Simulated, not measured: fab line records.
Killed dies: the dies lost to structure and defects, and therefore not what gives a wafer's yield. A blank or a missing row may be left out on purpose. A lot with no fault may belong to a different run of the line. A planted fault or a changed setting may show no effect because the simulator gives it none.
Which tool is to blame? :: flow n5_finfet :: 24 lots with 72 wafers sampled at 2 steps, on a route of 1938 steps

== WHAT THE GAUGES READ, wafer by wafer ==
N5_BEOL_M10_OCD_MEAS_38. Usual: trench_depth_nm 149 nm, standard deviation 3.1.
lot: L074
measured: day 9 20:53
on: ocd-02
trench_depth_nm (nm): 149 149 151
flag: 

lot: L075
measured: day 10 01:33
on: ocd-01
trench_depth_nm (nm): 151 143 148
flag: 

lot: L076
measured: day 10 21:52
on: ocd-02
trench_depth_nm (nm): 148 152 147
flag: 

lot: L077
measured: day 11 00:28
on: ocd-02
trench_depth_nm (nm): 149 149 149
flag: 

lot: L078
measured: day 11 00:26
on: ocd-01
trench_depth_nm (nm): 144 148 144
flag: 

lot: L079
measured: day 11 13:58
on: ocd-02
trench_depth_nm (nm): 153 153 147
flag: 

lot: L080
measured: day 12 04:16
on: ocd-02
trench_depth_nm (nm): 148 144 150
flag: 

lot: L081
measured: day 12 04:31
on: ocd-01
trench_depth_nm (nm): 145 148 152
flag: 

lot: L082
measured: day 12 10:56
on: ocd-01
trench_depth_nm (nm): 145 148 145
flag: 

lot: L083
measured: day 12 13:01
on: ocd-01
trench_depth_nm (nm): 153 146 149
flag: 

lot: L084
measured: day 12 17:32
on: ocd-01
trench_depth_nm (nm): 152 148 148
flag: 

lot: L085
measured: day 12 20:36
on: ocd-01
trench_depth_nm (nm): 144 148 145
flag: 

lot: L086
measured: day 13 04:49
on: ocd-02
trench_depth_nm (nm): 151 154 151
flag: 

lot: L087
measured: day 13 10:49
on: ocd-02
trench_depth_nm (nm): 149 151 149
flag: 

lot: L088
measured: day 14 03:31
on: ocd-02
trench_depth_nm (nm): 147 151 147
flag: 

lot: L089
measured: day 14 03:46
on: ocd-01
trench_depth_nm (nm): 150 150 154
flag: 

lot: L091
measured: day 14 12:25
on: ocd-02
trench_depth_nm (nm): 144 144 151
flag: 

lot: L090
measured: day 14 12:57
on: ocd-01
trench_depth_nm (nm): 144 152 149
flag: 

lot: L092
measured: day 14 18:56
on: ocd-01
trench_depth_nm (nm): 147 152 144
flag: 

lot: L094
measured: day 15 04:20
on: ocd-01
trench_depth_nm (nm): 145 153 145
flag: 

lot: L095
measured: day 15 05:01
on: ocd-01
trench_depth_nm (nm): 152 152 149
flag: 

lot: L093
measured: day 15 05:18
on: ocd-02
trench_depth_nm (nm): 151 152 150
flag: 

lot: L097
measured: day 15 15:07
on: ocd-02
trench_depth_nm (nm): 144 146 150
flag: 

lot: L096
measured: day 15 15:35
on: ocd-02
trench_depth_nm (nm): 145 148 150
flag: 

== EACH LOT AND THE TOOL THAT RAN IT (in order: tool; ch and the chambers of the sampled wafers; start) ==
lot: L074
N5_BEOL_M10_ETCH_41: rie_diel-06 ch 0,2,3, day 9 20:53 or earlier

lot: L075
N5_BEOL_M10_ETCH_41: rie_diel-01 ch 0,1,2, day 10 01:33 or earlier

lot: L076
N5_BEOL_M10_ETCH_41: rie_diel-01 ch 2,3, day 10 21:52 or earlier

lot: L077
N5_BEOL_M10_ETCH_41: rie_diel-06 ch 0,2,3, day 11 00:28 or earlier

lot: L078
N5_BEOL_M10_ETCH_41: rie_diel-04 ch 0,1,2, day 11 00:26 or earlier

lot: L079
N5_BEOL_M10_ETCH_41: rie_diel-04 ch 2,3, day 11 13:58 or earlier

lot: L080
N5_BEOL_M10_ETCH_41: rie_diel-01 ch 0,1, day 12 04:16 or earlier

lot: L081
N5_BEOL_M10_ETCH_41: rie_diel-04 ch 0,2,3, day 12 04:31 or earlier

lot: L082
N5_BEOL_M10_ETCH_41: rie_diel-04 ch 0,1,2, day 12 10:56 or earlier

lot: L083
N5_BEOL_M10_ETCH_41: rie_diel-04 ch 0,1,3, day 12 13:01 or earlier

lot: L084
N5_BEOL_M10_ETCH_41: rie_diel-06 ch 1,2, day 12 17:32 or earlier

lot: L085
N5_BEOL_M10_ETCH_41: rie_diel-01 ch 0,2, day 12 20:36 or earlier

lot: L086
N5_BEOL_M10_ETCH_41: rie_diel-06 ch 1,2,3, day 13 04:49 or earlier

lot: L087
N5_BEOL_M10_ETCH_41: rie_diel-06 ch 0,3, day 13 10:49 or earlier

lot: L088
N5_BEOL_M10_ETCH_41: rie_diel-01 ch 0,2,3, day 14 03:31 or earlier

lot: L089
N5_BEOL_M10_ETCH_41: rie_diel-06 ch 0,1,2, day 14 03:46 or earlier

lot: L091
N5_BEOL_M10_ETCH_41: rie_diel-04 ch 2,3, day 14 12:25 or earlier

lot: L090
N5_BEOL_M10_ETCH_41: rie_diel-01 ch 0,1,3, day 14 12:57 or earlier

lot: L092
N5_BEOL_M10_ETCH_41: rie_diel-01 ch 0,1,3, day 14 18:56 or earlier

lot: L094
N5_BEOL_M10_ETCH_41: rie_diel-04 ch 1,2,3, day 15 04:20 or earlier

lot: L095
N5_BEOL_M10_ETCH_41: rie_diel-01 ch 0,3, day 15 05:01 or earlier

lot: L093
N5_BEOL_M10_ETCH_41: rie_diel-06 ch 1,2,3, day 15 05:18 or earlier

lot: L097
N5_BEOL_M10_ETCH_41: rie_diel-01 ch 2,3, day 15 15:07 or earlier

lot: L096
N5_BEOL_M10_ETCH_41: rie_diel-01 ch 0,2,3, day 15 15:35 or earlier
- N5_BEOL_M10_ETCH_41: etches SiCN in CH3F/O2, target depth 42.6 nm, time 86 s.

== AS READ BY THE TOOLS THEMSELVES (means over the sampled wafers that have a number; for cases with no such wafer, the mark the record gives instead) ==
N5_BEOL_M10_ETCH_41. Usual: drypump_motor_current_A 5.7 A, standard deviation 0.39; oes_product_au 0.79 a.u., standard deviation 0.08; rf_fwd_power_W 392.3 W, standard deviation 1.4; rf_vpp_V 297.5 V, standard deviation 1.8; showerhead_plenum_p_Torr 2.01 Torr, standard deviation 0.07; throttle_valve_pct 16.35 %, standard deviation 0.23.
lot: L074
tool: rie_diel-06
drypump_motor_current_A (A): 5.8
oes_product_au (a.u.): 0.79
rf_fwd_power_W (W): 391.9
rf_vpp_V (V): 296.6
showerhead_plenum_p_Torr (Torr): 1.98
throttle_valve_pct (%): 16.38
flag: 

lot: L075
tool: rie_diel-01
drypump_motor_current_A (A): 5.7
oes_product_au (a.u.): 0.83
rf_fwd_power_W (W): 392.2
rf_vpp_V (V): 298.9
showerhead_plenum_p_Torr (Torr): 2.05
throttle_valve_pct (%): 16.32
flag: 

lot: L076
tool: rie_diel-01
drypump_motor_current_A (A): 5.4
oes_product_au (a.u.): 0.85
rf_fwd_power_W (W): 391.2
rf_vpp_V (V): 297.3
showerhead_plenum_p_Torr (Torr): 2.04
throttle_valve_pct (%): 16.35
flag: 

lot: L077
tool: rie_diel-06
drypump_motor_current_A (A): 5.8
oes_product_au (a.u.): 0.78
rf_fwd_power_W (W): 391.9
rf_vpp_V (V): 297.3
showerhead_plenum_p_Torr (Torr): 1.98
throttle_valve_pct (%): 16.40
flag: 

lot: L078
tool: rie_diel-04
drypump_motor_current_A (A): 5.6
oes_product_au (a.u.): 0.70
rf_fwd_power_W (W): 392.3
rf_vpp_V (V): 297.2
showerhead_plenum_p_Torr (Torr): 1.98
throttle_valve_pct (%): 16.45
flag: 

lot: L079
tool: rie_diel-04
drypump_motor_current_A (A): 5.9
oes_product_au (a.u.): 0.72
rf_fwd_power_W (W): 392.3
rf_vpp_V (V): 296.1
showerhead_plenum_p_Torr (Torr): 1.93
throttle_valve_pct (%): 16.24
flag: 

lot: L080
tool: rie_diel-01
drypump_motor_current_A (A): 6.1
oes_product_au (a.u.): 0.80
rf_fwd_power_W (W): 391.6
rf_vpp_V (V): 298.7
showerhead_plenum_p_Torr (Torr): 2.07
throttle_valve_pct (%): 16.25
flag: 

lot: L081
tool: rie_diel-04
drypump_motor_current_A (A): 5.8
oes_product_au (a.u.): 0.72
rf_fwd_power_W (W): 391.5
rf_vpp_V (V): 295.4
showerhead_plenum_p_Torr (Torr): 1.93
throttle_valve_pct (%): 16.28
flag: 

lot: L082
tool: rie_diel-04
drypump_motor_current_A (A): 5.6
oes_product_au (a.u.): 0.79
rf_fwd_power_W (W): 391.4
rf_vpp_V (V): 297.4
showerhead_plenum_p_Torr (Torr): 1.98
throttle_valve_pct (%): 16.33
flag: 

lot: L083
tool: rie_diel-04
drypump_motor_current_A (A): 5.8
oes_product_au (a.u.): 0.80
rf_fwd_power_W (W): 391.5
rf_vpp_V (V): 296.3
showerhead_plenum_p_Torr (Torr): 1.95
throttle_valve_pct (%): 16.20
flag: 

lot: L084
tool: rie_diel-06
drypump_motor_current_A (A): 5.4
oes_product_au (a.u.): 0.86
rf_fwd_power_W (W): 391.9
rf_vpp_V (V): 298.9
showerhead_plenum_p_Torr (Torr): 2.07
throttle_valve_pct (%): 16.24
flag: 

lot: L085
tool: rie_diel-01
drypump_motor_current_A (A): 5.7
oes_product_au (a.u.): 0.84
rf_fwd_power_W (W): 392.3
rf_vpp_V (V): 299.4
showerhead_plenum_p_Torr (Torr): 2.06
throttle_valve_pct (%): 16.23
flag: 

lot: L086
tool: rie_diel-06
drypump_motor_current_A (A): 5.7
oes_product_au (a.u.): 0.83
rf_fwd_power_W (W): 392.2
rf_vpp_V (V): 299.3
showerhead_plenum_p_Torr (Torr): 2.05
throttle_valve_pct (%): 16.25
flag: 

lot: L087
tool: rie_diel-06
drypump_motor_current_A (A): 6.0
oes_product_au (a.u.): 0.72
rf_fwd_power_W (W): 391.1
rf_vpp_V (V): 295.9
showerhead_plenum_p_Torr (Torr): 1.92
throttle_valve_pct (%): 16.62
flag: 

lot: L088
tool: rie_diel-01
drypump_motor_current_A (A): 5.7
oes_product_au (a.u.): 0.82
rf_fwd_power_W (W): 392.7
rf_vpp_V (V): 298.0
showerhead_plenum_p_Torr (Torr): 2.05
throttle_valve_pct (%): 16.29
flag: 

lot: L089
tool: rie_diel-06
drypump_motor_current_A (A): 5.7
oes_product_au (a.u.): 0.80
rf_fwd_power_W (W): 392.6
rf_vpp_V (V): 296.8
showerhead_plenum_p_Torr (Torr): 2.01
throttle_valve_pct (%): 16.44
flag: 

lot: L091
tool: rie_diel-04
drypump_motor_current_A (A): 5.7
oes_product_au (a.u.): 0.69
rf_fwd_power_W (W): 393.6
rf_vpp_V (V): 295.8
showerhead_plenum_p_Torr (Torr): 1.94
throttle_valve_pct (%): 16.44
flag: 

lot: L090
tool: rie_diel-01
drypump_motor_current_A (A): 5.8
oes_product_au (a.u.): 0.77
rf_fwd_power_W (W): 395.0
rf_vpp_V (V): 297.8
showerhead_plenum_p_Torr (Torr): 2.03
throttle_valve_pct (%): 16.43
flag: 

lot: L092
tool: rie_diel-01
drypump_motor_current_A (A): 5.7
oes_product_au (a.u.): 0.76
rf_fwd_power_W (W): 392.6
rf_vpp_V (V): 297.5
showerhead_plenum_p_Torr (Torr): 2.03
throttle_valve_pct (%): 16.45
flag: 

lot: L094
tool: rie_diel-04
drypump_motor_current_A (A): 5.7
oes_product_au (a.u.): 0.77
rf_fwd_power_W (W): 391.9
rf_vpp_V (V): 297.4
showerhead_plenum_p_Torr (Torr): 1.96
throttle_valve_pct (%): 16.36
flag: 

lot: L095
tool: rie_diel-01
drypump_motor_current_A (A): 5.8
oes_product_au (a.u.): 0.79
rf_fwd_power_W (W): 393.0
rf_vpp_V (V): 298.4
showerhead_plenum_p_Torr (Torr): 2.03
throttle_valve_pct (%): 16.36
flag: 

lot: L093
tool: rie_diel-06
drypump_motor_current_A (A): 5.7
oes_product_au (a.u.): 0.81
rf_fwd_power_W (W): 392.2
rf_vpp_V (V): 298.8
showerhead_plenum_p_Torr (Torr): 2.04
throttle_valve_pct (%): 16.28
flag: 

lot: L097
tool: rie_diel-01
drypump_motor_current_A (A): 5.3
oes_product_au (a.u.): 0.80
rf_fwd_power_W (W): 393.1
rf_vpp_V (V): 298.1
showerhead_plenum_p_Torr (Torr): 2.02
throttle_valve_pct (%): 16.41
flag: 

lot: L096
tool: rie_diel-01
drypump_motor_current_A (A): 5.7
oes_product_au (a.u.): 0.80
rf_fwd_power_W (W): 391.9
rf_vpp_V (V): 298.8
showerhead_plenum_p_Torr (Torr): 2.04
throttle_valve_pct (%): 16.32
flag: 

== THE ANSWER, worked out from the rows above alone ==
Rule: a lot is off if the mean of its wafers that have a number lies more than 3 standard deviations from the usual mean. A lot without any number at a reading at which 4 lots or more have one is off too. Where the step has rows for the other lots, those lots are counted as sound. After the gauges, taken in route order, come the tools' own readings; for these a lot's mean is taken, as printed above. The first step at which some lot is off is used, and at that step the reading that is off furthest; a lot without a number counts as furthest.
No lot is off on any of the readings shown, so nothing can be concluded from this.

== WHAT HAD BEEN PUT IN BY THE SIMULATOR ==
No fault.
